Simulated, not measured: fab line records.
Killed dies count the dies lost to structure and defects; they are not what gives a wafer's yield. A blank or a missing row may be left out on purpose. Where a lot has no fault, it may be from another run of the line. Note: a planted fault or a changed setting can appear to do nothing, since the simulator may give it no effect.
fab line records	flow n5-finfet
[record] lots = 8	wafers = 24	last-day = 17
route steps=1938 shown MOL_CONTACT_COAG@628 BEOL_M0_SAQP@667 BEOL_M4@1111
lots untouched by any fault: they come from a run of this same line in which no faults occurred
start-h: hours from the record's opening day to when the first of the lot's shown wafers began	wait-h: how many hours have passed since the lot's step before this one	" identical to the entry in the row above	L1.1+2: a row that stands for several wafers	- no value, or no start was given	* or withheld: withheld	< > ~ a bound
route shown NAME@n: names a module that has steps shown in the file, with the first one's number in the route	usual: the fault-free wafers' mean and standard deviation	same: alike in all rows	chamber/n: place in a boat	sites: readings site by site	_std_site: how widely they spread, as a standard deviation	_edge_site: inner sites' mean taken away from outer sites' mean	radius-mm: for every site, how far away it sits from the centre of the wafer	mask NAME#n: copy n	behind: tool/chamber where the wafer was last shaped	hold: reason for holding the lot/hours on hold/outcome of the hold	device: the transistor (n, p or np) that didn't switch	end of line: the route-end tests of the same wafers	a step given without rows: its recipe and nothing more	killed: not the wafer's yield, but the dies lost to structure and defects at the first sort	map: the dies of a wafer, with x for killed, . for not killed, _ for no die there
set.NAME: setting as actually run; set.NAME@STEP: the setting as run at that earlier step	model.NAME: the simulator's own value behind a step, which no gauge read
a sample of lots followed through the steps of the route, with each step as a table and each wafer as a row
services: from which hour (start-h, from the record's first day; less than 0 if before it) a tool's chamber was out of use, for how many hours, and why
[[steps]]
[step N5_MOL_CONTACT_COAG_THK_MEAS_53]
[recipe] reads = SiO2_of_MOL_CONTACT_COAG_PECVD_31
[usual] VIA_MOL_THK = 43.8/0.57
lot.wafer	tool	chamber	start-h	wait-h	VIA_MOL_THK[nm]
L211.2	film-metro-02	-	104.37	-	43.6
L211.3	"	-	"	"	43.5
L211.5	"	-	"	"	43.9
L213.1	film-metro-02	-	113.57	-	43.5
L213.2	"	-	"	"	43.4
L213.5	"	-	"	"	44.4
L214.1	film-metro-02	-	121.63	-	43.8
L214.2	"	-	"	"	43.4
L214.3	"	-	"	"	43.1
L218.1	film-metro-01	-	142.96	-	43.9
L218.3	"	-	"	"	43.6
L218.6	"	-	"	"	44.7
L225.1	film-metro-02	-	187.23	-	42.8
L225.4	"	-	"	"	43.9
L225.5	"	-	"	"	43.5
L230.1	film-metro-01	-	213.89	-	44.3
L230.2	"	-	"	"	43.2
L230.5	"	-	"	"	43.8
L233.2	film-metro-01	-	231.18	-	43.4
L233.5	"	-	"	"	43.8
L233.6	"	-	"	"	43.5
L234.1	film-metro-02	-	237.95	-	43.2
L234.4	"	-	"	"	44.4
L234.6	"	-	"	"	44.8
[step N5_MOL_CONTACT_COAG_INSPECT_97]
[recipe] inspect-instrument = darkfield	mode = post-anneal
[usual] raw-defect-count = 43/17
lot.wafer	tool	chamber	start-h	wait-h	raw-defect-count
L211.2	defect-inspect-02	-	108.92	0.0	19
L211.3	"	-	"	"	16
L211.5	"	-	"	"	33
L213.1	defect-inspect-02	-	116.62	0.0	26
L213.2	"	-	"	"	26
L213.5	"	-	"	"	27
L214.1	defect-inspect-02	-	124.68	0.0	52
L214.2	"	-	"	"	27
L214.3	"	-	"	"	47
L218.1	defect-inspect-02	-	149.91	0.0	67
L218.3	"	-	"	"	61
L218.6	"	-	"	"	54
L225.1	defect-inspect-01	-	190.29	0.0	60
L225.4	"	-	"	"	48
L225.5	"	-	"	"	57
L230.1	defect-inspect-02	-	216.95	0.0	24
L230.2	"	-	"	"	38
L230.5	"	-	"	"	33
L233.2	defect-inspect-02	-	234.25	0.0	32
L233.5	"	-	"	"	39
L233.6	"	-	"	"	49
L234.1	defect-inspect-02	-	241.01	0.0	71
L234.4	"	-	"	"	38
L234.6	"	-	"	"	40
[step N5_BEOL_M0_SAQP_ETCH_101]
[recipe] chemistry = CH3F/O2	target = SiNx	mask-material = SiO2	target-depth-a = 299	time-s = 42.7	pressure-mtorr = 30	source-w = 395	bias-w = 73	Ar_flow_sccm = 150	CH3F_flow_sccm = 30	O2_flow_sccm = 20	ion-energy-ev = 120
[usual] drypump-motor-current-A = 5.8/0.42	oes-product-au = 0.79/0.074	rf-vpp-V = 297/7.2	showerhead-plenum-p-Torr = 2.00/0.06	throttle-valve-pct = 16.37/0.15
lot.wafer	tool	chamber	start-h	wait-h	drypump-motor-current-A	oes-product-au	rf-hours-counter-h	rf-vpp-V	showerhead-plenum-p-Torr	throttle-valve-pct
L211.2	rie-diel-04	1	112.68	0.1	5.8	0.91	25	299	2.12	16.27
L211.3	"	2	"	"	5.6	0.67	248	299	1.89	16.45
L211.5	"	3	"	"	5.7	0.69	-	295	1.89	16.49
L213.1	rie-diel-05	1	119.81	0.0	6.1	0.80	90	295	1.95	16.42
L213.2	"	3	"	"	6.2	0.72	202	288	2.05	16.32
L213.5	"	3	"	"	6.2	0.73	-	289	2.05	16.34
L214.1	rie-diel-05	2	128.99	0.1	5.3	0.81	91	307	2.01	16.46
L214.2	"	3	"	"	6.2	0.73	206	289	2.05	16.33
L214.3	"	2	"	"	5.3	0.82	-	308	2.01	16.47
L218.1	rie-diel-05	2	156.60	0.0	5.3	0.81	101	307	2.01	16.48
L218.3	"	1	"	"	6.1	0.81	100	294	1.95	16.47
L218.6	"	1	"	"	6.1	0.69	-	295	1.95	16.44
L225.1	rie-diel-04	0	193.33	0.1	5.2	0.75	163	290	2.00	16.31
L225.4	"	3	"	"	5.7	0.97	1	300	2.13	16.08
L225.5	"	3	"	"	5.7	0.97	-	301	2.13	16.08
L230.1	rie-diel-01	3	221.48	0.0	6.0	0.76	164	295	2.01	16.38
L230.2	"	2	"	"	5.1	0.79	118	291	1.94	16.49
L230.5	"	2	"	"	5.1	0.80	-	291	1.94	16.49
L233.2	rie-diel-05	1	238.81	0.0	6.1	0.78	127	294	1.94	16.52
L233.5	"	1	"	"	6.1	0.76	-	294	1.94	16.51
L233.6	"	2	"	"	5.3	0.77	-	308	2.00	16.52
L234.1	rie-diel-01	2	247.14	0.1	5.2	0.78	129	293	1.94	16.50
L234.4	"	3	"	"	6.0	0.75	-	294	2.01	16.39
L234.6	"	1	"	"	6.4	0.81	-	289	1.95	16.14
[step N5_BEOL_M0_SAQP_ETCH_102]
[recipe] chemistry = CF4	target = SiO2	target-depth-a = 40	ion-energy-ev = 350	time-s = 4.4	pressure-mtorr = 10	icp-w = 800	bias-w = 400	cf4-flow-sccm = 80
[usual] drypump-motor-current-A = 5.8/0.52	he-backside-leak-sccm = 2.8/0.38	oes-product-au = 1.002/0.013	throttle-valve-pct = 21.71/0.24
lot.wafer	tool	chamber	start-h	wait-h	drypump-motor-current-A	he-backside-leak-sccm	oes-product-au	rf-hours-counter-h	throttle-valve-pct
L211.2	rie-si-03	3	112.79	0.1	6.2	2.5	0.996	1	21.44
L211.3	"	1	"	"	5.4	2.6	0.984	187	21.41
L211.5	"	3	"	"	6.2	2.6	1.010	-	21.47
L213.1	rie-si-02	3	119.93	0.1	6.1	2.4	1.017	32	21.50
L213.2	"	0	"	"	5.4	2.1	1.001	33	21.20
L213.5	"	1	"	"	5.3	2.8	0.977	-	21.97
L214.1	rie-si-03	3	129.14	0.1	6.2	2.5	1.012	1	21.45
L214.2	"	2	"	"	5.0	2.8	1.014	91	21.72
L214.3	"	1	"	"	5.4	2.7	0.985	187	21.42
L218.1	rie-si-01	2	156.71	0.1	6.1	2.7	0.986	12	22.05
L218.3	"	3	"	"	6.6	2.1	1.007	31	22.06
L218.6	"	0	"	"	5.3	3.5	0.787	-	21.60
L225.1	rie-si-03	0	193.44	0.1	5.7	3.0	1.019	100	21.96
L225.4	"	0	"	"	5.7	3.0	1.013	-	21.96
L225.5	"	3	"	"	6.2	2.6	1.004	-	21.46
L230.1	rie-si-01	3	221.58	0.1	6.6	2.4	1.012	32	22.06
L230.2	"	2	"	"	6.1	3.0	0.986	13	22.04
L230.5	"	3	"	"	6.7	2.4	1.016	-	22.05
L233.2	rie-si-01	2	238.91	0.1	6.1	2.9	0.984	13	22.04
L233.5	"	1	"	"	6.5	3.0	0.986	-	21.60
L233.6	"	0	"	"	5.3	3.5	0.990	-	21.66
L234.1	rie-si-01	0	247.25	0.1	5.3	3.6	0.991	138	21.67
L234.4	"	3	"	"	6.7	2.1	1.016	33	22.05
L234.6	"	2	"	"	6.1	2.6	0.979	-	22.06
[step N5_BEOL_M0_SAQP_SPACER2_ALD_26]
[recipe] material = SiO2	target-thk-a = 150	temp-c = 300	ald-precursor-family = BDEAS	ald-co-reactant = O2-plasma	pulse-time-s = 1	purge-time-s = 2	co-reactant-purge-time-s = 2	pressure-torr = 2
[usual] heater-power-w = 477/61	precursor-pulse-height-rel = 0.999/0.018
lot.wafer	tool	chamber	start-h	wait-h	heater-power-w	precursor-pulse-height-rel
L211.2	ald-sin-02	2	114.51	0.6	497	1.013
L211.3	"	3	"	"	497	0.978
L211.5	"	3	"	"	493	0.983
L213.1	ald-sin-01	3	121.05	0.1	499	1.025
L213.2	"	2	"	"	437	0.982
L213.5	"	1	"	"	494	0.999
L214.1	ald-sin-03	1	130.28	0.2	332	1.031
L214.2	"	0	"	"	569	0.992
L214.3	"	3	"	"	460	0.995
L218.1	ald-sin-03	2	158.09	0.5	375	0.990
L218.3	"	1	"	"	340	0.982
L218.6	"	2	"	"	380	0.994
L225.1	ald-sin-03	2	194.30	0.1	398	1.010
L225.4	"	1	"	"	330	1.002
L225.5	"	2	"	"	388	0.985
L230.1	ald-sin-03	1	222.45	0.1	344	0.976
L230.2	"	2	"	"	376	1.023
L230.5	"	0	"	"	577	1.019
L233.2	ald-sin-02	3	239.99	0.3	490	1.019
L233.5	"	1	"	"	485	0.978
L233.6	"	0	"	"	570	0.972
L234.1	ald-sin-03	3	248.29	0.1	477	1.000
L234.4	"	0	"	"	567	1.000
L234.6	"	3	"	"	462	0.990
[step N5_BEOL_M4_RC_MEAS_101]
[usual] DIBL_N = 36.5/1.7	DIBL_P = 36.3/2.1	IOFF_N = 0.16/0.036	IOFF_P = 0.21/0.037	ION_N = 676/12	ION_P = 462/7.6	SS_N = 71.5/0.68	SS_P = 73.3/0.63	VT_N = 249/3.5	VT_P = -250/3.5
lot.wafer	tool	chamber	start-h	wait-h	DIBL_N[mV/V]	DIBL_P[mV/V]	IOFF_N[nA/um]	IOFF_P[nA/um]	ION_N[uA/um]	ION_P[uA/um]	SS_N[mV/dec]	SS_P[mV/dec]	VT_N[mV]	VT_P[mV]
L211.2	prober-01	0	176.10	0.2	36.5	36.5	0.18	0.22	682	472	71.6	73.3	248	-248
L211.3	"	0	"	"	37.3	37.2	0.20	0.23	687	463	72.3	73.7	247	-250
L211.5	"	0	"	"	37.0	36.9	0.19	0.22	685	466	72.0	73.5	244	-248
L213.1	prober-02	0	178.95	0.0	36.3	36.9	0.16	0.18	681	452	71.1	73.4	250	-253
L213.2	"	0	"	"	37.3	38.5	0.17	0.19	682	452	71.8	72.8	253	-255
L213.5	"	0	"	"	36.6	38.4	0.17	0.18	675	453	71.8	74.1	250	-256
L214.1	prober-02	0	189.85	0.0	38.8	38.2	0.23	0.28	697	472	71.3	74.5	248	-245
L214.2	"	0	"	"	37.0	35.9	0.18	0.24	688	469	71.5	73.4	247	-248
L214.3	"	0	"	"	37.7	37.0	0.20	0.26	693	472	71.6	74.2	247	-246
L218.1	prober-01	0	219.75	0.0	32.8	33.4	0.11	0.17	650	461	70.6	72.6	258	-251
L218.3	"	0	"	"	34.0	34.9	0.12	0.19	660	457	70.8	72.3	252	-252
L218.6	"	0	"	"	37.2	39.0	0.18	0.26	685	469	71.6	73.8	248	-244
L225.1	prober-02	0	251.60	0.0	38.1	39.7	0.23	0.26	695	469	73.0	73.4	244	-248
L225.4	"	0	"	"	35.3	36.3	0.17	0.21	685	467	71.8	73.4	250	-250
L225.5	"	0	"	"	36.1	37.3	0.19	0.22	688	466	71.5	73.4	248	-252
L230.1	prober-01	0	284.40	0.2	34.3	33.5	0.11	0.15	657	452	71.1	72.8	255	-257
L230.2	"	0	"	"	34.4	33.2	0.11	0.14	643	441	70.9	72.3	261	-260
L230.5	"	0	"	"	37.6	38.1	0.17	0.21	670	459	71.1	73.7	250	-251
L234.1	prober-01	0	310.17	0.0	39.0	37.7	0.19	0.24	679	463	73.4	74.3	246	-247
L234.4	"	0	"	"	36.7	36.5	0.16	0.24	689	480	70.5	73.0	248	-246
L234.6	"	0	"	"	35.6	34.4	0.13	0.19	679	464	71.2	72.9	250	-252
L233.2	prober-02	0	310.87	0.2	38.3	38.7	0.19	0.25	673	469	72.7	73.5	246	-248
L233.5	"	0	"	"	36.6	36.7	0.14	0.23	654	459	71.7	73.3	253	-248
L233.6	"	0	"	"	35.1	35.0	0.14	0.20	668	462	71.7	73.1	250	-249
[[services]]
tool	chamber	start-h	hours	kind
ald-sin-02	-	95.70	6.0	pm
rie-diel-01	-	98.51	2.8	pm
ald-sin-03	-	111.26	6.0	pm
rie-diel-01	3	111.79	13.2	repair
rie-diel-05	0	123.19	-	clean
ald-sin-02	3	123.38	3.3	repair
rie-diel-01	0	123.46	131.8	repair
rie-diel-05	1	126.84	5.4	repair
rie-si-02	1	129.08	9.9	repair
ald-sin-02	-	140.54	0.7	repair
rie-si-01	3	150.60	4.7	repair
rie-si-03	1	152.82	1.6	repair
rie-diel-01	3	154.67	14.1	repair
rie-si-02	2	180.45	3.1	repair
rie-si-03	1	191.32	4.3	repair
rie-si-03	0	198.88	9.0	repair
rie-diel-04	0	202.29	6.5	repair
rie-diel-05	2	205.97	1.6	repair
ald-sin-02	-	212.74	1.2	repair
rie-diel-05	-	216.89	0.8	repair
rie-si-02	-	222.04	28.1	pm
rie-diel-04	2	233.69	4.1	repair
ald-sin-01	-	240.48	14.6	pm
ald-sin-03	1	242.68	37.2	repair
[[key]]
[first-sign] step = N5_BEOL_M0_SAQP_ETCH_102	reading = oes-product-au	direction = down	sigmas = 16	usual = 1.002	struck = 0.787
effect none on later readings
met-at N5_BEOL_M0_SAQP_ETCH_101
struck-lots L218
struck-wafers L218.6
not-acting-at N5_MOL_CONTACT_COAG_THK_MEAS_53,N5_MOL_CONTACT_COAG_INSPECT_97,N5_BEOL_M0_SAQP_SPACER2_ALD_26
onset-between 128.99 156.60
[fault] kind = process-parameter-drift	tool = rie-diel-05	chamber = -	onset-h = 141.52	steps = N5_BEOL_M0_SAQP_ETCH_101	channel = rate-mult	offset = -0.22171	shape = step	end-h = 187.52	scope = struck-wafers-only
